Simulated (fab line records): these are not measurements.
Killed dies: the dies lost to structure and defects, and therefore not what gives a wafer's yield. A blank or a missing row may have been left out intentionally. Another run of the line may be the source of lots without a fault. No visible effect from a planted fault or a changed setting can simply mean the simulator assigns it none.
Which tool is to blame? + flow nandHarc + 39 wafers from 13 lots sampled at 6 of the route's 1302 steps

## WHAT EACH GAUGE READ, for each wafer
NHARC_P_START_INSPECT_01. Usual: rawDefectCount 3.7, standard deviation 1.9.
| lot  | measured     | on               | rawDefectCount | flag |
|------|--------------|------------------|----------------|------|
| L258 | day 1 20:02  | defectInspect-01 | 4 5 3          |      |
| L259 | day 2 06:02  | defectInspect-02 | 3 5 3          |      |
| L261 | day 3 02:02  | defectInspect-01 | 3 4 5          |      |
| L263 | day 3 22:03  | defectInspect-01 | 1 9 6          |      |
| L265 | day 4 18:02  | defectInspect-02 | 5 3 5          |      |
| L266 | day 5 04:03  | defectInspect-02 | 3 4 5          |      |
| L268 | day 6 00:02  | defectInspect-02 | 1 5 1          |      |
| L269 | day 6 10:02  | defectInspect-02 | 3 3 5          |      |
| L270 | day 6 20:02  | defectInspect-01 | 2 4 4          |      |
| L271 | day 7 06:02  | defectInspect-02 | 1 4 9          |      |
| L272 | day 7 16:02  | defectInspect-02 | 3 5 2          |      |
| L280 | day 11 00:02 | defectInspect-01 | 4 0 5          |      |
| L281 | day 11 10:02 | defectInspect-01 | 5 5 7          |      |

NHARC_P_ZERO_WELL_CD_MEAS_37: the cd target is 720 nm. Usual: cdNm 720.7 nm, standard deviation 1.7.
| lot  | measured     | on       | cdNm (nm)         | flag |
|------|--------------|----------|-------------------|------|
| L258 | day 2 00:14  | cdSem-02 | 721.8 718.8 722.5 |      |
| L259 | day 2 10:20  | cdSem-01 | 723.7 720.4 719.1 |      |
| L261 | day 3 05:58  | cdSem-03 | 720.8 718.6 720.0 |      |
| L263 | day 4 02:14  | cdSem-01 | 720.8 720.7 719.0 |      |
| L265 | day 4 22:02  | cdSem-01 | 719.3 721.9 724.0 |      |
| L266 | day 5 08:17  | cdSem-01 | 719.2 718.3 721.7 |      |
| L268 | day 6 04:08  | cdSem-03 | 719.4 722.6 722.1 |      |
| L269 | day 6 14:08  | cdSem-03 | 718.1 719.2 720.1 |      |
| L270 | day 6 23:58  | cdSem-03 | 721.0 719.4 722.8 |      |
| L271 | day 7 10:19  | cdSem-03 | 718.6 720.4 719.8 |      |
| L272 | day 7 20:06  | cdSem-02 | 718.0 722.4 721.5 |      |
| L280 | day 11 04:11 | cdSem-01 | 723.2 717.2 718.9 |      |
| L281 | day 11 13:58 | cdSem-02 | 719.6 720.6 718.5 |      |

NHARC_P_STI_INSPECT_11. Usual: rawDefectCount 6, standard deviation 3.4.
| lot  | measured     | on               | rawDefectCount | flag |
|------|--------------|------------------|----------------|------|
| L258 | day 2 20:02  | defectInspect-01 | 3 6 7          |      |
| L259 | day 3 06:26  | defectInspect-01 | 9 5 6          |      |
| L261 | day 4 00:47  | defectInspect-02 | 5 7 5          |      |
| L263 | day 4 22:06  | defectInspect-01 | 7 3 5          |      |
| L265 | day 5 17:41  | defectInspect-02 | 7 3 9          |      |
| L266 | day 6 03:51  | defectInspect-01 | 6 5 8          |      |
| L268 | day 7 04:16  | defectInspect-01 | 4 2 5          |      |
| L269 | day 7 11:03  | defectInspect-01 | 9 11 6         |      |
| L270 | day 7 18:57  | defectInspect-01 | 560 575 568    | OFF  |
| L271 | day 8 04:58  | defectInspect-02 | 9 8 5          |      |
| L272 | day 8 14:53  | defectInspect-02 | 534 499 531    | OFF  |
| L280 | day 11 23:43 | defectInspect-01 | 2 4 15         |      |
| L281 | day 12 08:06 | defectInspect-02 | 3 5 1          |      |

NHARC_END_SORT_01. Usual: killedAtArray 53, standard deviation 21; killedAtOther 1.1, standard deviation 1.5; killedAtPeriphery 3.9, standard deviation 2.7; killedDies 58, standard deviation 21; killedOpen 3.4, standard deviation 1.9; killedShort 2.3, standard deviation 1.5.
| lot  | measured     | on        | killedAtArray | killedAtOther | killedAtPeriphery | killedDies  | killedOpen | killedShort | flag |
|------|--------------|-----------|---------------|---------------|-------------------|-------------|------------|-------------|------|
| L265 | day 28 00:13 | prober-02 | 99 91 98      | 0 0 1         | 11 7 4            | 110 98 103  | 6 2 2      | 2 2 5       |      |
| L268 | day 29 06:13 | prober-02 | 67 54 53      | 1 0 0         | 6 0 1             | 74 54 54    | 2 3 2      | 4 1 2       |      |
| L269 | day 29 05:22 | prober-01 | 58 50 49      | 1 0 0         | 6 9 5             | 65 59 54    | 2 2 3      | 6 3 1       |      |
| L270 | day 29 23:45 | prober-02 | 67 39 48      | 0 0 0         | 339 355 350       | 406 394 398 | 3 0 3      | 2 3 1       | OFF  |
| L272 | day 30 08:26 | prober-02 | 49 37 44      | 0 0 0         | 348 346 357       | 397 383 401 | 0 8 4      | 1 1 4       | OFF  |

## TOOL THAT RAN EACH LOT (tool first, then ch and the chambers of the sampled wafers, then the start)
| lot  | NHARC_P_ZERO_WELL_DESCUM_39       | NHARC_P_STI_OXIDE_29          |
|------|-----------------------------------|-------------------------------|
| L258 | rieDiel-11 ch 2,3, day 2 00:27    | furnace-06 ch 0, day 2 08:50  |
| L259 | rieDiel-05 ch 0,3, day 2 10:31    | furnace-02 ch 0, day 2 19:02  |
| L261 | rieDiel-09 ch 1,2,3, day 3 06:07  | furnace-06 ch 0, day 3 13:22  |
| L263 | rieDiel-11 ch 1,2, day 4 02:23    | furnace-02 ch 0, day 4 10:44  |
| L265 | rieDiel-09 ch 0,1, day 4 22:13    | furnace-02 ch 0, day 5 05:28  |
| L266 | rieDiel-09 ch 0,1,2, day 5 08:27  | furnace-02 ch 0, day 5 16:32  |
| L268 | rieDiel-11 ch 0,2,3, day 6 04:17  | furnace-06 ch 0, day 6 16:53  |
| L269 | rieDiel-09 ch 0,1,3, day 6 14:19  | furnace-06 ch 0, day 6 23:35  |
| L270 | rieDiel-11 ch 0,1,3, day 7 00:08  | furnace-06 ch 0, day 7 07:36  |
| L271 | rieDiel-09 ch 0,1,3, day 7 10:32  | furnace-05 ch 0, day 7 17:31  |
| L272 | rieDiel-11 ch 0,1,3, day 7 20:22  | furnace-06 ch 0, day 8 03:28  |
| L280 | rieDiel-11 ch 0,1, day 11 04:20   | furnace-02 ch 0, day 11 12:28 |
| L281 | rieDiel-11 ch 0,1,3, day 11 14:07 | furnace-05 ch 0, day 11 20:45 |
- NHARC_P_ZERO_WELL_DESCUM_39: chemistry O2, time 3 s.
- NHARC_P_STI_OXIDE_29: material SiO2, target thk 10 nm, ox time 1362 s.

## WHAT THE TOOLS THEMSELVES READ (means of the sampled wafers that have a number; where no wafer has one, the mark that the record gives instead)
NHARC_P_ZERO_WELL_DESCUM_39. Usual: drypumpMotorCurrentA 5.70 A, standard deviation 0.27; oesProductAu 0.996 a.u., standard deviation 0.011; rfVppV 57.6 V, standard deviation 0.94; showerheadPlenumPTorr 1.88 Torr, standard deviation 0.082; throttleValvePct 11.309 %, standard deviation 0.0082.
| lot  | tool       | drypumpMotorCurrentA (A) | oesProductAu (a.u.) | rfVppV (V) | showerheadPlenumPTorr (Torr) | throttleValvePct (%) | flag |
|------|------------|--------------------------|---------------------|------------|------------------------------|----------------------|------|
| L258 | rieDiel-11 | 5.93                     | 1.009               | 57.2       | 1.85                         | 11.311               |      |
| L259 | rieDiel-05 | 5.89                     | 0.988               | 58.2       | 1.94                         | 11.322               |      |
| L261 | rieDiel-09 | 5.54                     | 0.994               | 58.1       | 1.94                         | 11.309               |      |
| L263 | rieDiel-11 | 5.67                     | 1.018               | 57.5       | 1.83                         | 11.312               |      |
| L265 | rieDiel-09 | 5.34                     | 1.008               | 57.0       | 1.87                         | 11.304               |      |
| L266 | rieDiel-09 | 5.53                     | 1.001               | 58.3       | 1.93                         | 11.309               |      |
| L268 | rieDiel-11 | 5.89                     | 0.995               | 57.6       | 1.84                         | 11.305               |      |
| L269 | rieDiel-09 | 5.36                     | 1.006               | 56.7       | 1.86                         | 11.307               |      |
| L270 | rieDiel-11 | 5.70                     | 0.993               | 57.8       | 1.85                         | 11.306               |      |
| L271 | rieDiel-09 | 5.37                     | 1.005               | 57.8       | 1.86                         | 11.307               |      |
| L272 | rieDiel-11 | 5.70                     | 0.999               | 56.9       | 1.85                         | 11.313               |      |
| L280 | rieDiel-11 | 5.63                     | 1.010               | 56.8       | 1.81                         | 11.319               |      |
| L281 | rieDiel-11 | 5.70                     | 0.995               | 57.1       | 1.84                         | 11.315               |      |

NHARC_P_STI_OXIDE_29. Usual: zonePowerBottomPct 27.7 %, standard deviation 2.1.
| lot  | tool       | zonePowerBottomPct (%) | flag |
|------|------------|------------------------|------|
| L258 | furnace-06 | 27.4                   |      |
| L259 | furnace-02 | 25.6                   |      |
| L261 | furnace-06 | 27.4                   |      |
| L263 | furnace-02 | 25.8                   |      |
| L265 | furnace-02 | 25.6                   |      |
| L266 | furnace-02 | 25.5                   |      |
| L268 | furnace-06 | 27.3                   |      |
| L269 | furnace-06 | 27.3                   |      |
| L270 | furnace-06 | 27.6                   |      |
| L271 | furnace-05 | 30.9                   |      |
| L272 | furnace-06 | 27.5                   |      |
| L280 | furnace-02 | 25.5                   |      |
| L281 | furnace-05 | 31.1                   |      |

## THE ANSWER, worked out from the rows above alone
Rule: lot off if the mean of its wafers having a number is beyond 3 standard deviations from the usual mean. A lot without any number at a reading at which 4 lots or more have one is off too. All remaining lots with rows at the step are treated as sound. After the gauges, taken in route order, come the tools' own readings; for these a lot's mean is taken, as printed above. At the first step where some lot is off, the reading lying furthest off is the one used; lots without a number count as furthest.
Off: L270, L272 (NHARC_P_STI_INSPECT_11, rawDefectCount).
If a tool, at a process step before that reading, ran all the lots that are off and no sound lot after the first of them, it fits. Not tried: the gauges at NHARC_P_STI_INSPECT_11; whatever is off there is also off at NHARC_END_SORT_01, on other tools, and gauge error can't account for it. One candidate fits, namely furnace-06 at NHARC_P_STI_OXIDE_29. A fault onset in the window from L269 (day 6 23:35, its last sound lot) to L270 (day 7 07:36, its first lot off) fits.

## WHAT THE SIMULATOR HAD INSERTED
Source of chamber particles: furnace-06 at NHARC_P_STI_OXIDE_29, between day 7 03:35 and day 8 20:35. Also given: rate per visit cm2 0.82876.
Struck lots among those shown: L270, L272. The same result came from the rule above.
